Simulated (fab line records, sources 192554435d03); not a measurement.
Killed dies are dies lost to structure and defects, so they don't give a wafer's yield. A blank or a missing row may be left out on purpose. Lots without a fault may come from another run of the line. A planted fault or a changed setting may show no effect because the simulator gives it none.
Which tool did it? | flow n5_finfet | 24 lots, 72 wafers sampled, at 6 steps of a route of 1938

WHAT THE GAUGES READ, wafer by wafer
N5_SD_ACTIVATION_RS_MEAS_03: measures by four-point-probe. Usual: RS_SD_N 21.92 ohm/sq, standard deviation 0.28; RS_SD_P 56.3 ohm/sq, standard deviation 1.1.
lot  | measured    | on            | RS_SD_N (ohm/sq)  | RS_SD_P (ohm/sq) | flag
L074 | day 3 17:52 | film_metro-02 | 22.32 22.13 22.11 | 57.3 57.6 57.0   |
L075 | day 3 17:59 | film_metro-01 | 21.84 21.72 21.43 | 57.2 57.1 57.5   |
L076 | day 3 23:23 | film_metro-02 | 21.38 21.68 21.80 | 57.9 57.5 57.2   |
L077 | day 4 06:12 | film_metro-02 | 22.55 22.00 22.33 | 57.6 56.6 57.0   |
L078 | day 4 15:20 | film_metro-02 | 21.70 21.72 21.54 | 55.8 56.2 56.6   |
L079 | day 4 17:34 | film_metro-02 | 21.64 21.68 21.65 | 54.4 54.3 55.3   |
L080 | day 4 22:04 | film_metro-02 | 21.97 21.99 22.04 | 54.9 56.7 55.6   |
L081 | day 5 05:35 | film_metro-01 | 21.69 21.44 21.96 | 58.3 58.2 57.1   |
L082 | day 5 14:24 | film_metro-02 | 21.99 21.90 22.10 | 56.3 56.6 57.4   |
L083 | day 5 19:53 | film_metro-02 | 21.86 22.04 21.91 | 57.2 56.8 57.4   |
L084 | day 6 01:32 | film_metro-01 | 21.59 21.67 21.90 | 56.9 56.3 57.2   |
L085 | day 6 07:54 | film_metro-02 | 21.78 22.22 22.09 | 56.1 56.0 56.3   |
L086 | day 6 17:30 | film_metro-01 | 21.59 21.76 22.04 | 55.5 56.0 55.1   |
L087 | day 6 19:39 | film_metro-02 | 22.09 21.66 22.10 | 56.3 57.7 57.7   |
L088 | day 7 01:15 | film_metro-02 | 21.55 21.49 21.67 | 56.7 56.5 56.2   |
L089 | day 7 04:49 | film_metro-01 | 22.17 21.91 22.31 | 55.1 55.1 56.1   |
L090 | day 7 11:20 | film_metro-02 | 21.75 21.87 21.73 | 55.6 55.3 55.7   |
L091 | day 7 18:05 | film_metro-01 | 22.09 21.83 21.87 | 55.0 55.3 55.9   |
L092 | day 7 22:56 | film_metro-02 | 22.32 22.34 22.50 | 55.5 55.1 54.9   |
L093 | day 8 07:54 | film_metro-01 | 21.84 22.08 22.22 | 57.5 57.7 57.4   |
L094 | day 8 12:58 | film_metro-02 | 21.94 22.08 21.46 | 57.2 56.3 55.6   |
L095 | day 8 15:41 | film_metro-01 | 21.38 21.57 21.51 | 55.5 56.1 56.2   |
L096 | day 8 22:05 | film_metro-02 | 22.27 22.31 22.02 | 55.9 56.1 56.1   |
L097 | day 9 08:52 | film_metro-01 | 21.89 22.21 22.27 | 54.1 53.8 53.6   |

N5_SDB_OVL_MEAS_12. Usual: SDB_OVL -0.1 nm, standard deviation 0.76.
lot  | measured    | on         | SDB_OVL (nm)   | flag
L074 | day 4 03:33 | overlay-02 | -0.9 0.7 1.3   |
L075 | day 4 03:23 | overlay-02 | -1.6 -1.0 -0.7 |
L076 | day 4 07:49 | overlay-01 | 0.2 -1.1 0.1   |
L077 | day 4 13:31 | overlay-01 | 1.2 0.0 0.3    |
L078 | day 4 22:24 | overlay-02 | -0.1 0.1 -0.5  |
L079 | day 5 01:05 | overlay-01 | 0.9 1.0 0.9    |
L080 | day 5 06:41 | overlay-02 | 0.0 0.2 -0.4   |
L081 | day 5 13:56 | overlay-02 | 1.3 0.4 1.3    |
L082 | day 5 21:23 | overlay-01 | -0.6 -0.6 -0.4 |
L083 | day 6 03:14 | overlay-01 | 0.4 -0.1 0.3   |
L084 | day 6 08:51 | overlay-01 | -0.4 -1.4 -0.9 |
L085 | day 6 15:39 | overlay-01 | 0.8 0.1 0.9    |
L086 | day 7 00:36 | overlay-02 | -1.2 -0.1 -0.6 |
L087 | day 7 03:32 | overlay-02 | -0.2 -0.4 0.2  |
L088 | day 7 08:53 | overlay-01 | -1.2 0.2 -1.0  |
L089 | day 7 12:01 | overlay-02 | 0.1 0.7 -0.8   |
L090 | day 7 19:12 | overlay-02 | -1.8 -0.1 0.4  |
L091 | day 8 01:13 | overlay-02 | 0.8 0.1 0.5    |
L092 | day 8 05:56 | overlay-02 | -0.3 0.1 -0.8  |
L093 | day 8 15:00 | overlay-01 | -1.0 -0.5 0.2  |
L094 | day 8 21:04 | overlay-02 | 1.2 0.3 0.4    |
L095 | day 8 23:22 | overlay-01 | -0.6 -0.7 -0.1 |
L096 | day 9 05:49 | overlay-02 | -0.1 -1.3 -1.9 |
L097 | day 9 16:48 | overlay-01 | -0.1 -0.1 -0.4 |

N5_SDB_THK_MEAS_31. Usual: SDB_THK 63.7 nm, standard deviation 1.2.
lot  | measured    | on            | SDB_THK (nm)   | flag
L074 | day 4 07:43 | film_metro-02 | 63.5 64.8 65.2 |
L075 | day 4 07:21 | film_metro-01 | 63.4 61.4 64.3 |
L076 | day 4 12:09 | film_metro-01 | 65.5 65.4 63.0 |
L077 | day 4 17:26 | film_metro-01 | 63.4 65.4 64.1 |
L078 | day 5 03:59 | film_metro-01 | 64.4 63.7 63.3 |
L079 | day 5 05:20 | film_metro-01 | 63.0 63.9 63.8 |
L080 | day 5 11:10 | film_metro-02 | 64.3 62.0 66.0 |
L081 | day 5 17:51 | film_metro-01 | 63.9 64.4 64.6 |
L082 | day 6 01:51 | film_metro-02 | 63.9 64.7 64.5 |
L083 | day 6 08:29 | film_metro-01 | 62.5 63.1 63.3 |
L084 | day 6 12:56 | film_metro-01 | 63.8 61.8 63.3 |
L085 | day 6 19:44 | film_metro-01 | 66.5 64.1 63.4 |
L086 | day 7 04:30 | film_metro-01 | 65.3 64.8 65.7 |
L087 | day 7 07:25 | film_metro-01 | 63.5 64.5 63.5 |
L088 | day 7 13:05 | film_metro-01 | 63.4 63.6 65.0 |
L089 | day 7 15:54 | film_metro-02 | 64.5 64.5 62.8 |
L090 | day 7 23:05 | film_metro-01 | 62.6 63.5 63.2 |
L091 | day 8 06:43 | film_metro-01 | 65.9 66.3 65.9 |
L092 | day 8 09:50 | film_metro-02 | 62.2 63.6 62.8 |
L093 | day 8 19:16 | film_metro-02 | 64.3 62.3 62.5 |
L094 | day 9 01:03 | film_metro-02 | 61.8 64.4 62.7 |
L095 | day 9 03:27 | film_metro-02 | 63.4 61.8 63.7 |
L096 | day 9 09:42 | film_metro-01 | 63.0 62.3 62.7 |
L097 | day 9 20:41 | film_metro-02 | 62.8 62.9 61.9 |

N5_DUMMY_REMOVAL_INSPECT_06: inspects for defects (brightfield). Usual: raw_defect_count 14, standard deviation 6.9.
lot  | measured    | on                | raw_defect_count | flag
L074 | day 4 07:59 | defect_inspect-01 | 12 10 13         |
L075 | day 4 07:37 | defect_inspect-02 | 17 18 23         |
L076 | day 4 12:25 | defect_inspect-01 | 10 10 12         |
L077 | day 4 17:41 | defect_inspect-02 | 6 10 5           |
L078 | day 5 04:15 | defect_inspect-02 | 9 12 8           |
L079 | day 5 05:35 | defect_inspect-01 | 11 46 18         |
L080 | day 5 11:25 | defect_inspect-02 | 12 6 11          |
L081 | day 5 18:07 | defect_inspect-01 | 14 22 18         |
L082 | day 6 02:07 | defect_inspect-01 | 14 12 15         |
L083 | day 6 08:47 | defect_inspect-02 | 13 5 15          |
L084 | day 6 13:11 | defect_inspect-01 | 16 11 9          |
L085 | day 6 20:02 | defect_inspect-02 | 19 12 13         |
L086 | day 7 04:46 | defect_inspect-01 | 33 24 23         |
L087 | day 7 07:59 | defect_inspect-01 | 13 4 13          |
L088 | day 7 13:24 | defect_inspect-01 | 10 5 25          |
L089 | day 7 16:09 | defect_inspect-01 | 6 13 5           |
L090 | day 7 23:20 | defect_inspect-01 | 11 9 26          |
L091 | day 8 07:16 | defect_inspect-02 | 22 16 24         |
L092 | day 8 10:06 | defect_inspect-02 | 21 9 11          |
L093 | day 8 19:32 | defect_inspect-01 | 15 8 3           |
L094 | day 9 01:25 | defect_inspect-01 | 14 17 18         |
L095 | day 9 03:43 | defect_inspect-02 | 18 13 7          |
L096 | day 9 09:57 | defect_inspect-02 | 14 14 14         |
L097 | day 9 21:26 | defect_inspect-02 | 16 8 12          |

WHICH TOOL RAN EACH LOT (tool, then ch and the chambers of the sampled wafers, then the start)
lot  | N5_ILD0_CMP_07               | N5_ILD0_CMP_12
L074 | cmp-02 ch 1,2, day 3 22:13   | cmp-03 ch 0,1, day 4 02:35
L075 | cmp-01 ch 1,2,3, day 3 22:13 | cmp-02 ch 0,2,3, day 4 02:38
L076 | cmp-03 ch 1,2,3, day 4 03:13 | cmp-03 ch 1,2,3, day 4 07:03
L077 | cmp-03 ch 0,2,3, day 4 09:32 | cmp-01 ch 0,1, day 4 12:40
L078 | cmp-01 ch 1,3, day 4 18:20   | cmp-03 ch 1,2,3, day 4 21:38
L079 | cmp-03 ch 0,1,3, day 4 20:52 | cmp-02 ch 0,1,3, day 5 00:17
L080 | cmp-02 ch 1,2,3, day 5 02:45 | cmp-01 ch 2,3, day 5 05:59
L081 | cmp-01 ch 0,2,3, day 5 10:04 | cmp-02 ch 0,1,3, day 5 13:13
L082 | cmp-02 ch 0,2,3, day 5 17:28 | cmp-03 ch 0,2,3, day 5 20:43
L083 | cmp-01 ch 2,3, day 5 22:56   | cmp-02 ch 0,3, day 6 02:20
L084 | cmp-03 ch 0,3, day 6 04:48   | cmp-02 ch 0,1, day 6 08:11
L085 | cmp-01 ch 1,2,3, day 6 11:13 | cmp-02 ch 0,2,3, day 6 14:51
L086 | cmp-02 ch 0,1,3, day 6 20:38 | cmp-01 ch 0,2,3, day 6 23:53
L087 | cmp-02 ch 0,2,3, day 6 22:44 | cmp-01 ch 0,1, day 7 02:43
L088 | cmp-01 ch 0,3, day 7 04:34   | cmp-01 ch 0,1, day 7 08:04
L089 | cmp-02 ch 1,2,3, day 7 07:57 | cmp-02 ch 0,1,3, day 7 11:10
L090 | cmp-01 ch 0,1,3, day 7 14:37 | cmp-01 ch 0,2,3, day 7 18:31
L091 | cmp-01 ch 0,1,2, day 7 21:10 | cmp-03 ch 0,2,3, day 8 00:22
L092 | cmp-01 ch 1,2, day 8 02:00   | cmp-01 ch 0,2,3, day 8 05:15
L093 | cmp-01 ch 0,1,2, day 8 10:57 | cmp-02 ch 1,2,3, day 8 14:10
L094 | cmp-02 ch 0,3, day 8 16:10   | cmp-02 ch 1,2, day 8 20:13
L095 | cmp-02 ch 1,2, day 8 18:48   | cmp-03 ch 1,2, day 8 22:41
L096 | cmp-01 ch 0,2,3, day 9 01:46 | cmp-02 ch 1,2,3, day 9 05:01
L097 | cmp-02 ch 1,2, day 9 11:54   | cmp-02 ch 1,2, day 9 15:58
- N5_ILD0_CMP_07: polishes SiO2 flowable, stops on poly-Si, t overpolish 1.18 s, target thk 138.88 nm.
- N5_ILD0_CMP_12: polishes SiNx, stops on poly-Si, t overpolish 6 s, target thk 17.67 nm.

WHAT THE TOOLS THEMSELVES READ (means of the sampled wafers that have a number; where no wafer has one, the mark that the record gives instead)
N5_ILD0_CMP_07. Usual: motor_current_A 12.3 A, standard deviation 1.6.
lot  | tool   | motor_current_A (A) | flag
L074 | cmp-02 | 14.3                |
L075 | cmp-01 | 11.9                |
L076 | cmp-03 | 12.1                |
L077 | cmp-03 | 12.5                |
L078 | cmp-01 | 11.0                |
L079 | cmp-03 | 12.7                |
L080 | cmp-02 | 12.4                |
L081 | cmp-01 | 12.9                |
L082 | cmp-02 | 11.9                |
L083 | cmp-01 | 13.3                |
L084 | cmp-03 | 12.8                |
L085 | cmp-01 | 12.2                |
L086 | cmp-02 | 13.5                |
L087 | cmp-02 | 11.7                |
L088 | cmp-01 | 12.4                |
L089 | cmp-02 | 12.7                |
L090 | cmp-01 | 11.4                |
L091 | cmp-01 | 11.9                |
L092 | cmp-01 | 12.5                |
L093 | cmp-01 | 11.7                |
L094 | cmp-02 | 11.8                |
L095 | cmp-02 | 12.7                |
L096 | cmp-01 | 12.5                |
L097 | cmp-02 | 12.9                |

N5_ILD0_CMP_12. Usual: motor_current_A 9.1 A, standard deviation 1.1; overpolish_run_s 5.999 s, standard deviation 0.009; time_to_endpoint_s 27 s, standard deviation 3.2.
lot  | tool   | motor_current_A (A) | overpolish_run_s (s) | time_to_endpoint_s (s) | flag
L074 | cmp-03 | 9.1                 | 5.992                | 26                     |
L075 | cmp-02 | 8.8                 | 6.005                | 29                     |
L076 | cmp-03 | 8.9                 | 5.997                | 28                     |
L077 | cmp-01 | 8.0                 | 6.007                | 29                     |
L078 | cmp-03 | 8.9                 | 5.996                | 28                     |
L079 | cmp-02 | 9.5                 | 5.993                | 25                     |
L080 | cmp-01 | 10.3                | 6.011                | 32                     |
L081 | cmp-02 | 9.8                 | 6.004                | 25                     |
L082 | cmp-03 | 8.7                 | 6.001                | 26                     |
L083 | cmp-02 | 8.5                 | 6.001                | 23                     |
L084 | cmp-02 | 10.3                | 6.005                | 23                     |
L085 | cmp-02 | 8.7                 | 5.999                | 25                     |
L086 | cmp-01 | 9.3                 | 5.996                | 28                     |
L087 | cmp-01 | 7.8                 | 5.999                | 31                     |
L088 | cmp-01 | 7.8                 | 6.002                | 29                     |
L089 | cmp-02 | 9.7                 | 6.000                | 26                     |
L090 | cmp-01 | 9.3                 | 6.005                | 30                     |
L091 | cmp-03 | 9.0                 | 6.011                | 29                     |
L092 | cmp-01 | 9.1                 | 5.991                | 28                     |
L093 | cmp-02 | 9.5                 | 6.003                | 25                     |
L094 | cmp-02 | 10.2                | 6.000                | 24                     |
L095 | cmp-03 | 8.5                 | 5.996                | 32                     |
L096 | cmp-02 | 9.6                 | 5.998                | 24                     |
L097 | cmp-02 | 10.3                | 5.996                | 26                     |

THE ANSWER, worked out from the rows above alone
Rule: a lot is off if the mean of its wafers that have a number lies more than 3 standard deviations from the usual mean. A lot without any number at a reading at which 4 lots or more have one is off too. The other lots that the step has rows for count as sound. The gauges are gone through in route order, then the tools' own readings, and for those a lot's mean is taken as printed above. The first step at which some lot is off is used, and at that step the reading that is off furthest; a lot without a number counts as furthest.
No lot is off at any reading shown: from this, nothing can be told.

WHAT THE SIMULATOR HAD PUT IN
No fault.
